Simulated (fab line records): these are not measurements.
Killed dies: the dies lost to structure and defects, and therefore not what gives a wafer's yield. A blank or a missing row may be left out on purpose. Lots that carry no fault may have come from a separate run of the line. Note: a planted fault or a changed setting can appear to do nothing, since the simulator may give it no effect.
Which tool is to blame? ; flow nand-harc ; 13 lots with 39 wafers sampled at 6 steps, on a route of 1302 steps

== WHAT THE GAUGES SHOWED, per wafer ==
NHARC_P_STI_INSPECT_11.
lot;measured;on;raw-defect-count
L176;day 2 22:06;defect-inspect-01;6 2 2
L179;day 4 02:10;defect-inspect-02;6 10 9
L181;day 4 20:42;defect-inspect-01;5 3 6
L182;day 5 07:27;defect-inspect-02;6 7 8
L184;day 6 03:11;defect-inspect-01;6 4 13
L185;day 6 15:29;defect-inspect-01;2 2 5
L186;day 7 02:34;defect-inspect-02;16 17 17
L188;day 7 19:10;defect-inspect-01;9 1 7
L189;day 8 04:58;defect-inspect-02;22 21 19
L190;day 8 16:26;defect-inspect-01;17 24 22
L197;day 11 17:09;defect-inspect-01;2 10 6
L198;day 11 23:56;defect-inspect-01;10 8 11
L199;day 12 08:29;defect-inspect-01;6 11 11

NHARC_P_GATE_CD_MEAS_11: target cd 1640 nm.
lot;measured;on;cd-nm (nm)
L176;day 4 11:17;cd-sem-02;1642.5 1642.2 1642.3
L179;day 5 12:25;cd-sem-02;1638.5 1639.3 1639.9
L181;day 6 08:01;cd-sem-01;1638.5 1640.6 1640.4
L182;day 6 19:18;cd-sem-02;1642.0 1640.1 1639.7
L184;day 7 16:58;cd-sem-03;1639.9 1639.3 1639.6
L185;day 8 07:59;cd-sem-02;1640.1 1640.7 1641.1
L186;day 8 14:29;cd-sem-03;1640.6 1639.8 1641.9
L188;day 9 06:00;cd-sem-02;1638.6 1640.4 1637.5
L189;day 9 18:22;cd-sem-01;1640.9 1639.7 1639.5
L190;day 10 13:35;cd-sem-03;1640.8 1641.1 1643.1
L197;day 13 06:27;cd-sem-03;1637.1 1637.6 1639.8
L198;day 13 11:13;cd-sem-02;1639.4 1638.8 1638.7
L199;day 13 20:31;cd-sem-02;1639.3 1640.5 1641.8

NHARC_END_SORT_01.
lot;measured;on;killed-at-array;killed-at-other;killed-at-periphery;killed-dies;killed-open;killed-short
L186;day 28 12:23;prober-02;64 49 50;0 1 0;13 14 21;77 64 71;3 2 2;2 2 5
L189;day 29 03:23;prober-02;78 88 96;0 0 0;25 20 14;103 108 110;5 2 2;1 1 2
L190;day 31 13:26;prober-01;69 70 60;1 0 0;16 19 17;86 89 77;3 1 5;4 3 2

== TOOL THAT RAN EACH LOT (tool first, then ch and the chambers of the sampled wafers, then the start) ==
lot;NHARC_P_ZERO_WELL_PRECLEAN_00;NHARC_P_GATE_STRIP_111;NHARC_P_GATE_RTA_64
L176;wet-bench-07 ch 0,3,7, day 1 20:08;plasma-asher-02 ch 0,1, day 5 13:33;rtp-anneal-02 ch 0, day 5 18:21
L179;wet-bench-07 ch 1,4,6, day 3 02:07;plasma-asher-02 ch 0,1, day 6 14:40;rtp-anneal-01 ch 0, day 6 19:11
L181;wet-bench-05 ch 1,5,6, day 3 22:07;plasma-asher-02 ch 0,1, day 7 12:49;rtp-anneal-01 ch 0, day 7 17:28
L182;wet-bench-01 ch 2,4,5, day 4 08:08;plasma-asher-02 ch 0,1, day 8 04:58;rtp-anneal-01 ch 0, day 8 09:38
L184;wet-bench-05 ch 0,4,7, day 5 04:08;plasma-asher-02 ch 0,1, day 8 20:31;rtp-anneal-01 ch 0, day 9 01:17
L185;wet-bench-01 ch 0,2,4, day 5 14:07;plasma-asher-02 ch 0,1, day 9 11:25;rtp-anneal-01 ch 0, day 9 16:09
L186;wet-bench-01 ch 1,3,5, day 6 00:08;plasma-asher-02 ch 0,1, day 9 19:04;rtp-anneal-02 ch 0, day 9 23:43
L188;wet-bench-05 ch 0,6,7, day 6 20:08;plasma-asher-01 ch 0,1, day 10 08:13;rtp-anneal-02 ch 0, day 10 12:58
L189;wet-bench-01 ch 3,4,5, day 7 06:08;plasma-asher-02 ch 0,1, day 10 20:49;rtp-anneal-02 ch 0, day 11 01:31
L190;wet-bench-01 ch 1,3,4, day 7 16:07;plasma-asher-02 ch 0,1, day 11 21:53;rtp-anneal-02 ch 0, day 12 02:30
L197;wet-bench-01 ch 3,4,6, day 10 14:08;plasma-asher-01 ch 0,1, day 14 11:25;rtp-anneal-01 ch 0, day 14 16:02
L198;wet-bench-01 ch 0,6,7, day 11 00:09;plasma-asher-01 ch 0,1, day 14 15:25;rtp-anneal-02 ch 0, day 14 19:59
L199;wet-bench-01 ch 2,4,5, day 11 10:08;plasma-asher-01 ch 0,1, day 14 23:05;rtp-anneal-02 ch 0, day 15 03:32
- NHARC_P_ZERO_WELL_PRECLEAN_00: cleans in SPM, time 600 s.
- NHARC_P_GATE_STRIP_111: strips in N2/H2, time 250 s.
- NHARC_P_GATE_RTA_64: time 1 s.

== AS READ BY THE TOOLS THEMSELVES (means over the sampled wafers that have a number; for cases with no such wafer, the mark the record gives instead) ==
NHARC_P_GATE_STRIP_111.
lot;tool;drypump-motor-current-A (A);heater-power-w (W)
L176;plasma-asher-02;6.40;100
L179;plasma-asher-02;6.35;99
L181;plasma-asher-02;6.39;101
L182;plasma-asher-02;6.40;99
L184;plasma-asher-02;6.40;100
L185;plasma-asher-02;6.39;100
L186;plasma-asher-02;6.35;98
L188;plasma-asher-01;6.06;80
L189;plasma-asher-02;6.35;99
L190;plasma-asher-02;6.39;99
L197;plasma-asher-01;6.07;79
L198;plasma-asher-01;5.97;82
L199;plasma-asher-01;6.07;80

NHARC_P_GATE_RTA_64.
lot;tool;lamp-power-pct (%);lamp_zone_3_pct (%);wafer_temp_C_max
L176;rtp-anneal-02;30;30;1058.3
L179;rtp-anneal-01;38;38;1053.8
L181;rtp-anneal-01;38;38;1053.2
L182;rtp-anneal-01;38;38;1053.1
L184;rtp-anneal-01;38;38;1053.8
L185;rtp-anneal-01;38;38;1053.6
L186;rtp-anneal-02;30;30;1057.8
L188;rtp-anneal-02;30;30;1057.8
L189;rtp-anneal-02;30;30;1058.3
L190;rtp-anneal-02;30;30;1058.1
L197;rtp-anneal-01;38;38;1054.5
L198;rtp-anneal-02;30;30;1058.9
L199;rtp-anneal-02;30;30;1057.2

== THE ANSWER, worked out from the rows above alone ==
Rule: what is usual is taken from the lots themselves. Put in order of their means at a reading, lots are off if they are a third of the lots or fewer, leave a main group of 4 or more, and stand apart from it by a gap of 3 or more times the standard deviation of the main group's means; of several such gaps the widest counts. If all means in a main group match to the digits the tables above print for the reading, that group is not used. A lot without any number at a reading at which 4 lots or more have one is off too. The other lots that the step has rows for count as sound. Order of review: gauges by route order, followed by the tools' own readings, for which a lot's mean as printed above is used. At the first step where some lot is off, the reading lying furthest off is the one used; lots without a number count as furthest.
Off at NHARC_P_STI_INSPECT_11 (raw-defect-count): L186, L189, L190. The main group has a mean of 6.5 with a standard deviation of 2.2.
A tool fits if, at a process step before that reading, it ran every lot that is off, and no sound lot after the first of them. The gauges at NHARC_P_STI_INSPECT_11 are tried like those tools. Of those tried, none fits.

== WHAT THE SIMULATOR PUT IN ==
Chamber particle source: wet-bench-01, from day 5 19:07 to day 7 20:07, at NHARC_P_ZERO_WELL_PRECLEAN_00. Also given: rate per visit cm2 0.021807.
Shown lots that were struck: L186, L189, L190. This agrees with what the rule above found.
